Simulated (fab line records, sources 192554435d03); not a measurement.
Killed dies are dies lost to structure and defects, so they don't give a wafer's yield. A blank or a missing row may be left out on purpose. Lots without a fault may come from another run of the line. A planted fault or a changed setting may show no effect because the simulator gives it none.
Split-lot experiment | flow n5_finfet | 7 lots, 39 wafers read, on a route of 1938 steps

THE SPLIT
At N5_DUMMY_GATE_ETCH_37 (etches SOC in N2/H2, target depth 60 nm, overetch 30 nm), the setting source_w was moved away from the recipe's 840 W on 18 of the 39 wafers read, by -16.4% to +15.6%. The other wafers ran this setting at the recipe's value.

The reading is taken at the split's own step.

THE READING
rf_vpp_V, in V, at N5_DUMMY_GATE_ETCH_37 (etches SOC in N2/H2, target depth 60 nm, overetch 30 nm). Fault-free wafers of this fab line usually give 524.3 V, standard deviation 2 V.

wafer  | tool, chamber at the split | source_w as run, W | against the recipe | rf_vpp_V, V | against lot-mates on the recipe
L075.3 | rie_diel-06, 3             | 840                | recipe             | 522.4       | -
L075.4 | rie_diel-06, 0             | 840                | recipe             | 527.3       | -
L075.5 | rie_diel-06, 3             | 840                | recipe             | 521.0       | -
L076.1 | rie_diel-02, 2             | 938.2              | +11.7%             | 504.4       | -19.7
L076.2 | rie_diel-02, 1             | 840                | recipe             | 522.8       | -
L076.3 | rie_diel-02, 3             | 840                | recipe             | 524.0       | -
L076.4 | rie_diel-02, 0             | 840                | recipe             | 525.5       | -
L076.5 | rie_diel-02, 2             | 938.2              | +11.7%             | 505.5       | -18.6
L076.6 | rie_diel-02, 3             | 938.2              | +11.7%             | 506.1       | -18.0
L082.1 | rie_diel-02, 0             | 840                | recipe             | 525.8       | -
L082.2 | rie_diel-02, 1             | 701.9              | -16.4%             | 557.7       | +32.3
L082.3 | rie_diel-02, 2             | 701.9              | -16.4%             | 556.2       | +30.8
L082.4 | rie_diel-02, 3             | 840                | recipe             | 524.9       | -
L082.5 | rie_diel-02, 2             | 701.9              | -16.4%             | 555.3       | +29.9
L082.6 | rie_diel-02, 3             | 840                | recipe             | 525.4       | -
L083.1 | rie_diel-04, 1             | 840                | recipe             | 521.1       | -
L083.2 | rie_diel-04, 0             | 840                | recipe             | 523.2       | -
L083.3 | rie_diel-04, 2             | 756.7              | -9.9%              | 545.9       | +22.3
L083.4 | rie_diel-04, 3             | 756.7              | -9.9%              | 544.9       | +21.3
L083.5 | rie_diel-04, 3             | 840                | recipe             | 526.5       | -
L083.6 | rie_diel-04, 0             | 756.7              | -9.9%              | 541.6       | +18.0
L084.1 | rie_diel-02, 1             | 840                | recipe             | 525.8       | -
L084.2 | rie_diel-02, 0             | 970.8              | +15.6%             | 499.3       | -25.3
L084.3 | rie_diel-02, 2             | 840                | recipe             | 523.6       | -
L084.4 | rie_diel-02, 3             | 840                | recipe             | 524.3       | -
L084.5 | rie_diel-02, 3             | 970.8              | +15.6%             | 500.5       | -24.1
L084.6 | rie_diel-02, 0             | 970.8              | +15.6%             | 500.5       | -24.1
L090.1 | rie_diel-06, 2             | 953.5              | +13.5%             | 501.2       | -22.7
L090.2 | rie_diel-06, 3             | 840                | recipe             | 520.9       | -
L090.3 | rie_diel-06, 0             | 840                | recipe             | 525.8       | -
L090.4 | rie_diel-06, 1             | 840                | recipe             | 524.9       | -
L090.5 | rie_diel-06, 3             | 953.5              | +13.5%             | 499.8       | -24.1
L090.6 | rie_diel-06, 0             | 953.5              | +13.5%             | 504.7       | -19.2
L094.1 | rie_diel-02, 3             | 840                | recipe             | 523.9       | -
L094.2 | rie_diel-02, 2             | 782.7              | -6.8%              | 534.8       | +9.7
L094.3 | rie_diel-02, 1             | 840                | recipe             | 525.6       | -
L094.4 | rie_diel-02, 0             | 782.7              | -6.8%              | 536.7       | +11.6
L094.5 | rie_diel-02, 3             | 840                | recipe             | 525.8       | -
L094.6 | rie_diel-02, 0             | 782.7              | -6.8%              | 538.5       | +13.4

THE FIT
A straight line over all 39 wafers: rf_vpp_V changes by -1.76 V for each +1% of source_w; r = -0.99; the points scatter about the line by 2.1 V.
The same after taking each lot's own level away (the mean of its wafers on the recipe; 39 wafers): -1.74 V for each +1%; r = -0.99; scatter 2 V.
On that fit, the largest move of source_w shifts the reading by 29 V.
The lots' own levels span 523.57 to 525.37 V, that is 0.9 times the standard deviation above.
So the lot-to-lot level changes the slope little: the two slopes agree.
Check: with one of the wafers moved furthest among these (-16.4%) left out of the fit, the line predicts +29 V for it against its lot-mates. It came out at +32.3 V against them.
Tool readings at the split's step, against how far the setting was moved: rf_vpp_V r = -0.99.

OTHER SPLITS ON THESE WAFERS
These wafers also went through other splits before the reading. Each is held against what the fit with the lots' levels taken away leaves over:
other split on the same wafers  | wafers away from the commonest value | r with rf_vpp_V (lot level and that fit taken away)
N5_FIN_SAQP_ALD_61 temp_c       | 9                                    | +0.07
N5_DUMMY_GATE_EXPOSE_12 dose_mj | 12                                   | +0.10

THE FILE'S OWN FIT
rf_vpp_V changes by -1.73 V for each +1% of source_w, r = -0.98.
